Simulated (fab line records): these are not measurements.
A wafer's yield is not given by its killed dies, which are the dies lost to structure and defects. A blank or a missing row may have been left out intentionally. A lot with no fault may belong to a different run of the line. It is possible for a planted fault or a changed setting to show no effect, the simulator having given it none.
fab line records || flow n5Finfet || part 2 of 2: steps 20 to 26 of 26
record: {"lots": 5, "wafers": 15, "lastDay": 16}
route steps=1938 shown BEOL_M2@865
lots that met no fault: from a run of the same line without faults
startH: hours from the record's opening day to when the first of the lot's shown wafers began || waitH: hours elapsed since this lot's preceding step || " repeats the value in the row above || L1.1+2: a single row standing in for several wafers || - value missing, or start not given || * or withheld: withheld || < > ~ a bound
route shown NAME@n: a module of which the file shows steps, and the number in the route of the first || usual: the fault-free wafers' mean and standard deviation || same: alike in all rows || chamber/n: place in a boat || sites: readings site by site || _std_site: the standard deviation of these || _edge_site: inner sites' mean taken away from outer sites' mean || radiusMm: how far each site lies from the wafer's centre || mask NAME#n: copy n || behind: the most recent tool/chamber to have shaped the wafer || hold: reason for holding the lot/hours on hold/outcome of the hold || device: the n, p or np transistor that did not switch || end of line: the route-end tests of the same wafers || a step without rows: its recipe alone || killed: not the wafer's yield, but the dies lost to structure and defects at the first sort || map: a wafer's dies, x killed, . not, _ none there
set.NAME: the run value of the setting; set.NAME@STEP: its run value at that earlier step || model.NAME: the simulator's own value behind a step, which no gauge read
certain route steps with their lots: each step a table, each wafer a row
services: when a tool's chamber went out of use (startH, in hours from the record's first day, below 0 if earlier), for how many hours, and the reason
== steps ==
step: N5_BEOL_M2_ETCH_70
recipe: {"chemistry": "N2/H2", "target": "SOC", "targetDepthA": 800, "overetchA": 240, "maskMaterial": "SiARC", "tempC": 40, "timeS": 130, "ionEnergyEv": 200, "pressureMtorr": 30, "sourceW": 840, "biasW": 150, "n2FlowSccm": 200, "h2FlowSccm": 200}
usual: {"drypumpMotorCurrentA": "5.5/0.48", "oesProductAu": "0.58/0.057", "rfVppV": "524.0/2.7", "showerheadPlenumPTorr": "2.55/0.1", "tempC": "40.00/0.097", "throttleValvePct": "17.88/0.19"}
{"lot.wafer": "L079.1", "tool": "rieDiel-05", "chamber": 2, "startH": 167.13, "waitH": 0.0, "drypumpMotorCurrentA": 5.4, "oesProductAu": 0.64, "rfHoursCounterH": 45, "rfVppV": 527.4, "showerheadPlenumPTorr": 2.71, "tempC": 39.81, "throttleValvePct": 17.68}
{"lot.wafer": "L079.2", "tool": "rieDiel-05", "chamber": 3, "startH": 167.13, "waitH": 0.0, "drypumpMotorCurrentA": 6.4, "oesProductAu": 0.51, "rfHoursCounterH": 229, "rfVppV": 521.6, "showerheadPlenumPTorr": 2.39, "tempC": 40.02, "throttleValvePct": 17.87}
{"lot.wafer": "L079.6", "tool": "rieDiel-05", "chamber": 1, "startH": 167.13, "waitH": 0.0, "drypumpMotorCurrentA": 5.1, "oesProductAu": 0.66, "rfHoursCounterH": "-", "rfVppV": 523.1, "showerheadPlenumPTorr": 2.48, "tempC": 39.95, "throttleValvePct": 17.64}
{"lot.wafer": "L080.1", "tool": "rieDiel-05", "chamber": 0, "startH": 170.82, "waitH": 0.0, "drypumpMotorCurrentA": 5.8, "oesProductAu": 0.56, "rfHoursCounterH": 119, "rfVppV": 527.5, "showerheadPlenumPTorr": 2.65, "tempC": 39.84, "throttleValvePct": 17.99}
{"lot.wafer": "L080.4", "tool": "rieDiel-05", "chamber": 1, "startH": 170.82, "waitH": 0.0, "drypumpMotorCurrentA": 5.1, "oesProductAu": 0.66, "rfHoursCounterH": 35, "rfVppV": 522.4, "showerheadPlenumPTorr": 2.48, "tempC": 39.93, "throttleValvePct": 17.64}
{"lot.wafer": "L080.5", "tool": "rieDiel-05", "chamber": 1, "startH": 170.82, "waitH": 0.0, "drypumpMotorCurrentA": 5.1, "oesProductAu": 0.66, "rfHoursCounterH": "-", "rfVppV": 523.1, "showerheadPlenumPTorr": 2.48, "tempC": 39.92, "throttleValvePct": 17.64}
{"lot.wafer": "L086.3", "tool": "rieDiel-05", "chamber": 1, "startH": 218.86, "waitH": 0.0, "drypumpMotorCurrentA": 5.1, "oesProductAu": 0.63, "rfHoursCounterH": 53, "rfVppV": 523.0, "showerheadPlenumPTorr": 2.47, "tempC": 39.86, "throttleValvePct": 17.66}
{"lot.wafer": "L086.5", "tool": "rieDiel-05", "chamber": 1, "startH": 218.86, "waitH": 0.0, "drypumpMotorCurrentA": 5.1, "oesProductAu": 0.63, "rfHoursCounterH": "-", "rfVppV": 523.1, "showerheadPlenumPTorr": 2.47, "tempC": 39.99, "throttleValvePct": 17.67}
{"lot.wafer": "L086.6", "tool": "rieDiel-05", "chamber": 0, "startH": 218.86, "waitH": 0.0, "drypumpMotorCurrentA": 5.9, "oesProductAu": 0.56, "rfHoursCounterH": "-", "rfVppV": 526.1, "showerheadPlenumPTorr": 2.65, "tempC": 40.09, "throttleValvePct": 18.02}
{"lot.wafer": "L085.1", "tool": "rieDiel-04", "chamber": 2, "startH": 219.49, "waitH": 0.0, "drypumpMotorCurrentA": 6.3, "oesProductAu": 0.61, "rfHoursCounterH": 70, "rfVppV": 523.7, "showerheadPlenumPTorr": 2.47, "tempC": 39.89, "throttleValvePct": 17.95}
{"lot.wafer": "L085.2", "tool": "rieDiel-04", "chamber": 1, "startH": 219.49, "waitH": 0.0, "drypumpMotorCurrentA": 5.9, "oesProductAu": 0.54, "rfHoursCounterH": 192, "rfVppV": 521.0, "showerheadPlenumPTorr": 2.43, "tempC": 39.98, "throttleValvePct": 17.80}
{"lot.wafer": "L085.6", "tool": "rieDiel-04", "chamber": 1, "startH": 219.49, "waitH": 0.0, "drypumpMotorCurrentA": 5.8, "oesProductAu": 0.54, "rfHoursCounterH": "-", "rfVppV": 519.9, "showerheadPlenumPTorr": 2.43, "tempC": 39.79, "throttleValvePct": 17.82}
{"lot.wafer": "L091.1", "tool": "rieDiel-04", "chamber": 2, "startH": 233.06, "waitH": 0.0, "drypumpMotorCurrentA": 6.3, "oesProductAu": 0.61, "rfHoursCounterH": 75, "rfVppV": 522.0, "showerheadPlenumPTorr": 2.47, "tempC": 40.10, "throttleValvePct": 17.96}
{"lot.wafer": "L091.2", "tool": "rieDiel-04", "chamber": 1, "startH": 233.06, "waitH": 0.0, "drypumpMotorCurrentA": 5.8, "oesProductAu": 0.54, "rfHoursCounterH": 197, "rfVppV": 520.6, "showerheadPlenumPTorr": 2.43, "tempC": 39.91, "throttleValvePct": 17.80}
{"lot.wafer": "L091.6", "tool": "rieDiel-04", "chamber": 3, "startH": 233.06, "waitH": 0.0, "drypumpMotorCurrentA": 5.1, "oesProductAu": 0.55, "rfHoursCounterH": "-", "rfVppV": 524.7, "showerheadPlenumPTorr": 2.54, "tempC": 40.15, "throttleValvePct": 17.91}
step: N5_BEOL_M2_STRIP_71
recipe: {"chemistry": "N2/H2", "tempC": 40, "n2FlowSccm": 200, "h2FlowSccm": 200, "rfFrequencyHz": 6e+07}
{"lot.wafer": "L079.1+2+6", "tool": "rieDiel-05", "chamber": "2,3,1", "startH": 167.22, "waitH": 0.0}
{"lot.wafer": "L080.1+4+5", "tool": "rieDiel-05", "chamber": "0,1,1", "startH": 170.90, "waitH": 0.0}
{"lot.wafer": "L086.3+5+6", "tool": "rieDiel-05", "chamber": "1,1,0", "startH": 218.95, "waitH": 0.0}
{"lot.wafer": "L085.1+2+6", "tool": "rieDiel-04", "chamber": "2,1,1", "startH": 219.57, "waitH": 0.0}
{"lot.wafer": "L091.1+2+6", "tool": "rieDiel-04", "chamber": "2,1,3", "startH": 233.15, "waitH": 0.0}
step: N5_BEOL_M2_STRIP_78
recipe: {"chemistry": "N2/H2", "tempC": 40, "n2FlowSccm": 200, "h2FlowSccm": 200, "rfFrequencyHz": 6e+07}
{"lot.wafer": "L079.1+2+6", "tool": "rieDiel-05", "chamber": "2,3,1", "startH": 167.23, "waitH": 0.0}
{"lot.wafer": "L080.1+4+5", "tool": "rieDiel-05", "chamber": "0,1,1", "startH": 170.91, "waitH": 0.0}
{"lot.wafer": "L086.3+5+6", "tool": "rieDiel-05", "chamber": "1,1,0", "startH": 218.96, "waitH": 0.0}
{"lot.wafer": "L085.1+2+6", "tool": "rieDiel-04", "chamber": "2,1,1", "startH": 219.58, "waitH": 0.0}
{"lot.wafer": "L091.1+2+6", "tool": "rieDiel-04", "chamber": "2,1,3", "startH": 233.16, "waitH": 0.0}
step: N5_BEOL_M2_VIA_ETCH_34
recipe: {"chemistry": "C4F6/O2", "targetDepthA": 694, "maskMaterial": "SOC", "pressureMtorr": 15, "ionEnergyEv": 250, "taperDeg": 4, "timeS": 65.9, "sourceW": 350, "biasW": 170, "Ar_flow_sccm": 300, "C4F6_flow_sccm": 10, "O2_flow_sccm": 10}
usual: {"drypumpMotorCurrentA": "5.5/0.48", "oesProductAu": "0.78/0.081", "rfVppV": "659/10", "showerheadPlenumPTorr": "2.85/0.11", "throttleValvePct": "30.9/0.34"}
{"lot.wafer": "L079.1", "tool": "rieDiel-05", "chamber": 2, "startH": 167.24, "waitH": 0.0, "drypumpMotorCurrentA": 5.4, "oesProductAu": 0.89, "rfHoursCounterH": 45, "rfVppV": 662, "showerheadPlenumPTorr": 2.98, "throttleValvePct": 30.2}
{"lot.wafer": "L079.2", "tool": "rieDiel-05", "chamber": 3, "startH": 167.24, "waitH": 0.0, "drypumpMotorCurrentA": 6.4, "oesProductAu": 0.68, "rfHoursCounterH": 229, "rfVppV": 643, "showerheadPlenumPTorr": 2.69, "throttleValvePct": 30.7}
{"lot.wafer": "L079.6", "tool": "rieDiel-05", "chamber": 1, "startH": 167.24, "waitH": 0.0, "drypumpMotorCurrentA": 5.1, "oesProductAu": 0.89, "rfHoursCounterH": "-", "rfVppV": 655, "showerheadPlenumPTorr": 2.80, "throttleValvePct": 30.8}
{"lot.wafer": "L080.1", "tool": "rieDiel-05", "chamber": 0, "startH": 170.92, "waitH": 0.0, "drypumpMotorCurrentA": 5.9, "oesProductAu": 0.76, "rfHoursCounterH": 119, "rfVppV": 665, "showerheadPlenumPTorr": 3.00, "throttleValvePct": 31.2}
{"lot.wafer": "L080.4", "tool": "rieDiel-05", "chamber": 1, "startH": 170.92, "waitH": 0.0, "drypumpMotorCurrentA": 5.1, "oesProductAu": 0.89, "rfHoursCounterH": 35, "rfVppV": 654, "showerheadPlenumPTorr": 2.80, "throttleValvePct": 30.8}
{"lot.wafer": "L080.5", "tool": "rieDiel-05", "chamber": 1, "startH": 170.92, "waitH": 0.0, "drypumpMotorCurrentA": 5.1, "oesProductAu": 0.88, "rfHoursCounterH": "-", "rfVppV": 654, "showerheadPlenumPTorr": 2.80, "throttleValvePct": 30.8}
{"lot.wafer": "L086.3", "tool": "rieDiel-05", "chamber": 1, "startH": 218.97, "waitH": 0.0, "drypumpMotorCurrentA": 5.1, "oesProductAu": 0.85, "rfHoursCounterH": 53, "rfVppV": 654, "showerheadPlenumPTorr": 2.79, "throttleValvePct": 30.8}
{"lot.wafer": "L086.5", "tool": "rieDiel-05", "chamber": 1, "startH": 218.97, "waitH": 0.0, "drypumpMotorCurrentA": 5.1, "oesProductAu": 0.86, "rfHoursCounterH": "-", "rfVppV": 656, "showerheadPlenumPTorr": 2.79, "throttleValvePct": 30.8}
{"lot.wafer": "L086.6", "tool": "rieDiel-05", "chamber": 0, "startH": 218.97, "waitH": 0.0, "drypumpMotorCurrentA": 5.9, "oesProductAu": 0.76, "rfHoursCounterH": "-", "rfVppV": 663, "showerheadPlenumPTorr": 2.99, "throttleValvePct": 31.2}
{"lot.wafer": "L085.1", "tool": "rieDiel-04", "chamber": 2, "startH": 219.59, "waitH": 0.0, "drypumpMotorCurrentA": 6.3, "oesProductAu": 0.84, "rfHoursCounterH": 70, "rfVppV": 652, "showerheadPlenumPTorr": 2.79, "throttleValvePct": 31.2}
{"lot.wafer": "L085.2", "tool": "rieDiel-04", "chamber": 1, "startH": 219.59, "waitH": 0.0, "drypumpMotorCurrentA": 5.8, "oesProductAu": 0.74, "rfHoursCounterH": 192, "rfVppV": 667, "showerheadPlenumPTorr": 2.69, "throttleValvePct": 30.3}
{"lot.wafer": "L085.6", "tool": "rieDiel-04", "chamber": 1, "startH": 219.59, "waitH": 0.0, "drypumpMotorCurrentA": 5.9, "oesProductAu": 0.74, "rfHoursCounterH": "-", "rfVppV": 667, "showerheadPlenumPTorr": 2.69, "throttleValvePct": 30.3}
{"lot.wafer": "L091.1", "tool": "rieDiel-04", "chamber": 2, "startH": 233.17, "waitH": 0.0, "drypumpMotorCurrentA": 6.3, "oesProductAu": 0.85, "rfHoursCounterH": 76, "rfVppV": 653, "showerheadPlenumPTorr": 2.79, "throttleValvePct": 31.2}
{"lot.wafer": "L091.2", "tool": "rieDiel-04", "chamber": 1, "startH": 233.17, "waitH": 0.0, "drypumpMotorCurrentA": 5.9, "oesProductAu": 0.74, "rfHoursCounterH": 197, "rfVppV": 666, "showerheadPlenumPTorr": 2.69, "throttleValvePct": 30.3}
{"lot.wafer": "L091.6", "tool": "rieDiel-04", "chamber": 3, "startH": 233.17, "waitH": 0.0, "drypumpMotorCurrentA": 5.1, "oesProductAu": 0.75, "rfHoursCounterH": "-", "rfVppV": 665, "showerheadPlenumPTorr": 2.86, "throttleValvePct": 31.2}
step: N5_BEOL_M2_STRIP_83
recipe: {"chemistry": "C4F6/O2", "resist": "SiARC", "rfFrequencyHz": 6e+07}
{"lot.wafer": "L079.1+2+6", "tool": "rieDiel-05", "chamber": "2,3,1", "startH": 167.29, "waitH": 0.0}
{"lot.wafer": "L080.1+4+5", "tool": "rieDiel-05", "chamber": "0,1,1", "startH": 170.97, "waitH": 0.0}
{"lot.wafer": "L086.3+5+6", "tool": "rieDiel-05", "chamber": "1,1,0", "startH": 219.02, "waitH": 0.0}
{"lot.wafer": "L085.1+2+6", "tool": "rieDiel-04", "chamber": "2,1,1", "startH": 219.65, "waitH": 0.0}
{"lot.wafer": "L091.1+2+6", "tool": "rieDiel-04", "chamber": "2,1,3", "startH": 233.22, "waitH": 0.0}
step: N5_BEOL_M2_STRIP_36
recipe: {"chemistry": "N2/H2", "powerW": 450, "tempC": 40, "pressureMtorr": 20, "rfFrequencyHz": 6e+07, "overashFraction": 0.3, "biasPowerW": 7, "h2Frac": 0.5, "n2FlowSccm": 200, "h2FlowSccm": 200}
usual: {"drypumpMotorCurrentA": "5.5/0.48", "oesProductAu": "0.79/0.081", "rfVppV": "59.3/1.3", "showerheadPlenumPTorr": "2.54/0.1", "tempC": "40.00/0.11", "throttleValvePct": "23.73/0.24"}
{"lot.wafer": "L079.1", "tool": "rieDiel-05", "chamber": 2, "startH": 167.30, "waitH": 0.0, "drypumpMotorCurrentA": 5.4, "oesProductAu": 0.88, "rfHoursCounterH": 45, "rfVppV": 59.7, "showerheadPlenumPTorr": 2.71, "tempC": 39.79, "throttleValvePct": 23.55}
{"lot.wafer": "L079.2", "tool": "rieDiel-05", "chamber": 3, "startH": 167.30, "waitH": 0.0, "drypumpMotorCurrentA": 6.4, "oesProductAu": 0.68, "rfHoursCounterH": 229, "rfVppV": 56.8, "showerheadPlenumPTorr": 2.39, "tempC": 39.85, "throttleValvePct": 23.69}
{"lot.wafer": "L079.6", "tool": "rieDiel-05", "chamber": 1, "startH": 167.30, "waitH": 0.0, "drypumpMotorCurrentA": 5.1, "oesProductAu": 0.89, "rfHoursCounterH": "-", "rfVppV": 61.1, "showerheadPlenumPTorr": 2.48, "tempC": 39.90, "throttleValvePct": 23.51}
{"lot.wafer": "L080.1", "tool": "rieDiel-05", "chamber": 0, "startH": 170.98, "waitH": 0.0, "drypumpMotorCurrentA": 5.9, "oesProductAu": 0.78, "rfHoursCounterH": 119, "rfVppV": 60.4, "showerheadPlenumPTorr": 2.65, "tempC": 39.99, "throttleValvePct": 23.78}
{"lot.wafer": "L080.4", "tool": "rieDiel-05", "chamber": 1, "startH": 170.98, "waitH": 0.0, "drypumpMotorCurrentA": 5.1, "oesProductAu": 0.89, "rfHoursCounterH": 35, "rfVppV": 58.5, "showerheadPlenumPTorr": 2.48, "tempC": 39.94, "throttleValvePct": 23.50}
{"lot.wafer": "L080.5", "tool": "rieDiel-05", "chamber": 1, "startH": 170.98, "waitH": 0.0, "drypumpMotorCurrentA": 5.1, "oesProductAu": 0.90, "rfHoursCounterH": "-", "rfVppV": 58.8, "showerheadPlenumPTorr": 2.48, "tempC": 39.97, "throttleValvePct": 23.52}
{"lot.wafer": "L086.3", "tool": "rieDiel-05", "chamber": 1, "startH": 219.03, "waitH": 0.0, "drypumpMotorCurrentA": 5.1, "oesProductAu": 0.88, "rfHoursCounterH": 53, "rfVppV": 58.9, "showerheadPlenumPTorr": 2.47, "tempC": 40.11, "throttleValvePct": 23.49}
{"lot.wafer": "L086.5", "tool": "rieDiel-05", "chamber": 1, "startH": 219.03, "waitH": 0.0, "drypumpMotorCurrentA": 5.1, "oesProductAu": 0.86, "rfHoursCounterH": "-", "rfVppV": 57.7, "showerheadPlenumPTorr": 2.47, "tempC": 40.03, "throttleValvePct": 23.54}
{"lot.wafer": "L086.6", "tool": "rieDiel-05", "chamber": 0, "startH": 219.03, "waitH": 0.0, "drypumpMotorCurrentA": 5.9, "oesProductAu": 0.75, "rfHoursCounterH": "-", "rfVppV": 56.6, "showerheadPlenumPTorr": 2.64, "tempC": 40.02, "throttleValvePct": 23.82}
{"lot.wafer": "L085.1", "tool": "rieDiel-04", "chamber": 2, "startH": 219.66, "waitH": 0.0, "drypumpMotorCurrentA": 6.3, "oesProductAu": 0.85, "rfHoursCounterH": 70, "rfVppV": 59.8, "showerheadPlenumPTorr": 2.47, "tempC": 39.77, "throttleValvePct": 23.76}
{"lot.wafer": "L085.2", "tool": "rieDiel-04", "chamber": 1, "startH": 219.66, "waitH": 0.0, "drypumpMotorCurrentA": 5.9, "oesProductAu": 0.74, "rfHoursCounterH": 192, "rfVppV": 58.3, "showerheadPlenumPTorr": 2.43, "tempC": 40.01, "throttleValvePct": 23.60}
{"lot.wafer": "L085.6", "tool": "rieDiel-04", "chamber": 1, "startH": 219.66, "waitH": 0.0, "drypumpMotorCurrentA": 5.9, "oesProductAu": 0.73, "rfHoursCounterH": "-", "rfVppV": 62.3, "showerheadPlenumPTorr": 2.43, "tempC": 39.96, "throttleValvePct": 23.62}
{"lot.wafer": "L091.1", "tool": "rieDiel-04", "chamber": 2, "startH": 233.23, "waitH": 0.0, "drypumpMotorCurrentA": 6.3, "oesProductAu": 0.84, "rfHoursCounterH": 76, "rfVppV": 59.8, "showerheadPlenumPTorr": 2.47, "tempC": 40.23, "throttleValvePct": 23.76}
{"lot.wafer": "L091.2", "tool": "rieDiel-04", "chamber": 1, "startH": 233.23, "waitH": 0.0, "drypumpMotorCurrentA": 5.9, "oesProductAu": 0.73, "rfHoursCounterH": 197, "rfVppV": 57.0, "showerheadPlenumPTorr": 2.43, "tempC": 40.20, "throttleValvePct": 23.60}
{"lot.wafer": "L091.6", "tool": "rieDiel-04", "chamber": 3, "startH": 233.23, "waitH": 0.0, "drypumpMotorCurrentA": 5.1, "oesProductAu": 0.75, "rfHoursCounterH": "-", "rfVppV": 58.8, "showerheadPlenumPTorr": 2.53, "tempC": 39.81, "throttleValvePct": 23.74}
step: N5_BEOL_M2_TRENCH_ETCH_37
recipe: {"chemistry": "C4F6/O2", "targetDepthA": 555.55, "target": "SiOC", "timeS": 29.2, "ionEnergyEv": 250, "pressureMtorr": 30, "sourceW": 355, "biasW": 185, "Ar_flow_sccm": 300, "C4F6_flow_sccm": 10, "O2_flow_sccm": 10}
usual: {"drypumpMotorCurrentA": "5.5/0.48", "oesProductAu": "0.78/0.081", "rfVppV": "659/10", "showerheadPlenumPTorr": "2.86/0.11", "throttleValvePct": "20.94/0.25"}
{"lot.wafer": "L079.1", "tool": "rieDiel-05", "chamber": 2, "startH": "-", "waitH": "-", "drypumpMotorCurrentA": 5.3, "oesProductAu": 0.88, "rfHoursCounterH": 45, "rfVppV": 663, "showerheadPlenumPTorr": 2.98, "throttleValvePct": 20.48}
{"lot.wafer": "L079.2", "tool": "rieDiel-05", "chamber": 3, "startH": "-", "waitH": "-", "drypumpMotorCurrentA": 6.4, "oesProductAu": 0.68, "rfHoursCounterH": 229, "rfVppV": 646, "showerheadPlenumPTorr": 2.70, "throttleValvePct": 20.86}
{"lot.wafer": "L079.6", "tool": "rieDiel-05", "chamber": 1, "startH": "-", "waitH": "-", "drypumpMotorCurrentA": 5.1, "oesProductAu": 0.89, "rfHoursCounterH": "-", "rfVppV": 655, "showerheadPlenumPTorr": 2.80, "throttleValvePct": 20.78}
{"lot.wafer": "L080.1", "tool": "rieDiel-05", "chamber": 0, "startH": "-", "waitH": "-", "drypumpMotorCurrentA": 5.9, "oesProductAu": 0.78, "rfHoursCounterH": 119, "rfVppV": 664, "showerheadPlenumPTorr": 3.00, "throttleValvePct": 21.24}
{"lot.wafer": "L080.4", "tool": "rieDiel-05", "chamber": 1, "startH": "-", "waitH": "-", "drypumpMotorCurrentA": 5.1, "oesProductAu": 0.88, "rfHoursCounterH": 35, "rfVppV": 654, "showerheadPlenumPTorr": 2.80, "throttleValvePct": 20.79}
{"lot.wafer": "L080.5", "tool": "rieDiel-05", "chamber": 1, "startH": "-", "waitH": "-", "drypumpMotorCurrentA": 5.1, "oesProductAu": 0.89, "rfHoursCounterH": "-", "rfVppV": 654, "showerheadPlenumPTorr": 2.80, "throttleValvePct": 20.77}
{"lot.wafer": "L086.3", "tool": "rieDiel-05", "chamber": 1, "startH": "-", "waitH": "-", "drypumpMotorCurrentA": 5.1, "oesProductAu": 0.85, "rfHoursCounterH": 53, "rfVppV": 653, "showerheadPlenumPTorr": 2.79, "throttleValvePct": 20.82}
{"lot.wafer": "L086.5", "tool": "rieDiel-05", "chamber": 1, "startH": "-", "waitH": "-", "drypumpMotorCurrentA": 5.1, "oesProductAu": 0.85, "rfHoursCounterH": "-", "rfVppV": 655, "showerheadPlenumPTorr": 2.79, "throttleValvePct": 20.80}
{"lot.wafer": "L086.6", "tool": "rieDiel-05", "chamber": 0, "startH": "-", "waitH": "-", "drypumpMotorCurrentA": 5.9, "oesProductAu": 0.75, "rfHoursCounterH": "-", "rfVppV": 664, "showerheadPlenumPTorr": 2.99, "throttleValvePct": 21.26}
{"lot.wafer": "L085.1", "tool": "rieDiel-04", "chamber": 2, "startH": "-", "waitH": "-", "drypumpMotorCurrentA": 6.3, "oesProductAu": 0.85, "rfHoursCounterH": 70, "rfVppV": 652, "showerheadPlenumPTorr": 2.79, "throttleValvePct": 21.19}
{"lot.wafer": "L085.2", "tool": "rieDiel-04", "chamber": 1, "startH": "-", "waitH": "-", "drypumpMotorCurrentA": 5.9, "oesProductAu": 0.74, "rfHoursCounterH": 192, "rfVppV": 667, "showerheadPlenumPTorr": 2.69, "throttleValvePct": 20.62}
{"lot.wafer": "L085.6", "tool": "rieDiel-04", "chamber": 1, "startH": "-", "waitH": "-", "drypumpMotorCurrentA": 5.9, "oesProductAu": 0.73, "rfHoursCounterH": "-", "rfVppV": 666, "showerheadPlenumPTorr": 2.69, "throttleValvePct": 20.60}
{"lot.wafer": "L091.1", "tool": "rieDiel-04", "chamber": 2, "startH": "-", "waitH": "-", "drypumpMotorCurrentA": 6.3, "oesProductAu": 0.84, "rfHoursCounterH": 76, "rfVppV": 652, "showerheadPlenumPTorr": 2.79, "throttleValvePct": 21.19}
{"lot.wafer": "L091.2", "tool": "rieDiel-04", "chamber": 1, "startH": "-", "waitH": "-", "drypumpMotorCurrentA": 5.8, "oesProductAu": 0.74, "rfHoursCounterH": 197, "rfVppV": 667, "showerheadPlenumPTorr": 2.69, "throttleValvePct": 20.61}
{"lot.wafer": "L091.6", "tool": "rieDiel-04", "chamber": 3, "startH": "-", "waitH": "-", "drypumpMotorCurrentA": 5.1, "oesProductAu": 0.75, "rfHoursCounterH": "-", "rfVppV": 664, "showerheadPlenumPTorr": 2.86, "throttleValvePct": 21.13}
== services ==
{"tool": "aldSin-04", "chamber": 2, "startH": 140.28, "hours": 5.4, "kind": "repair"}
{"tool": "rieDiel-06", "chamber": 3, "startH": 149.23, "hours": "-", "kind": "clean"}
{"tool": "rieDiel-06", "chamber": 3, "startH": 149.23, "hours": "-", "kind": "consumableReplace:focusRing"}
{"tool": "rieDiel-06", "chamber": 3, "startH": 149.23, "hours": "-", "kind": "consumableReplace:showerhead"}
{"tool": "rieDiel-06", "chamber": 3, "startH": 149.23, "hours": 23.9, "kind": "scheduledDown"}
{"tool": "rieDiel-04", "chamber": "-", "startH": 164.74, "hours": 4.3, "kind": "pm"}
{"tool": "euvScanner-02", "chamber": "-", "startH": 172.76, "hours": 1.0, "kind": "pm"}
{"tool": "aldSin-02", "chamber": "-", "startH": 176.75, "hours": 14.0, "kind": "pm"}
{"tool": "aldSin-03", "chamber": "-", "startH": 179.52, "hours": 6.0, "kind": "pm"}
{"tool": "aldSin-03", "chamber": 0, "startH": 187.35, "hours": 3.2, "kind": "repair"}
{"tool": "lithoTrack-03", "chamber": "-", "startH": 193.89, "hours": "-", "kind": "consumableReplace:filter"}
{"tool": "rieDiel-04", "chamber": "-", "startH": 212.56, "hours": 0.5, "kind": "repair"}
{"tool": "rieDiel-05", "chamber": 0, "startH": 213.29, "hours": 4.7, "kind": "repair"}
{"tool": "lithoTrack-05", "chamber": "-", "startH": 214.93, "hours": "-", "kind": "consumableReplace:filter"}
{"tool": "rieDiel-06", "chamber": "-", "startH": 216.71, "hours": 2.8, "kind": "pm"}
{"tool": "lithoTrack-02", "chamber": "-", "startH": 217.19, "hours": "-", "kind": "consumableReplace:filter"}
{"tool": "rieDiel-04", "chamber": 0, "startH": 224.29, "hours": 7.6, "kind": "repair"}
{"tool": "rieDiel-05", "chamber": 3, "startH": 226.40, "hours": "-", "kind": "clean"}
{"tool": "rieDiel-05", "chamber": 3, "startH": 226.40, "hours": "-", "kind": "consumableReplace:focusRing"}
{"tool": "rieDiel-05", "chamber": 3, "startH": 226.40, "hours": "-", "kind": "consumableReplace:showerhead"}
{"tool": "rieDiel-05", "chamber": 3, "startH": 226.40, "hours": 20.0, "kind": "scheduledDown"}
{"tool": "rieDiel-05", "chamber": 3, "startH": 226.40, "hours": 20.0, "kind": "ventCycle"}
{"tool": "rieDiel-04", "chamber": "-", "startH": 228.63, "hours": 2.8, "kind": "pm"}
{"tool": "euvScanner-02", "chamber": "-", "startH": 228.91, "hours": 1.0, "kind": "pm"}
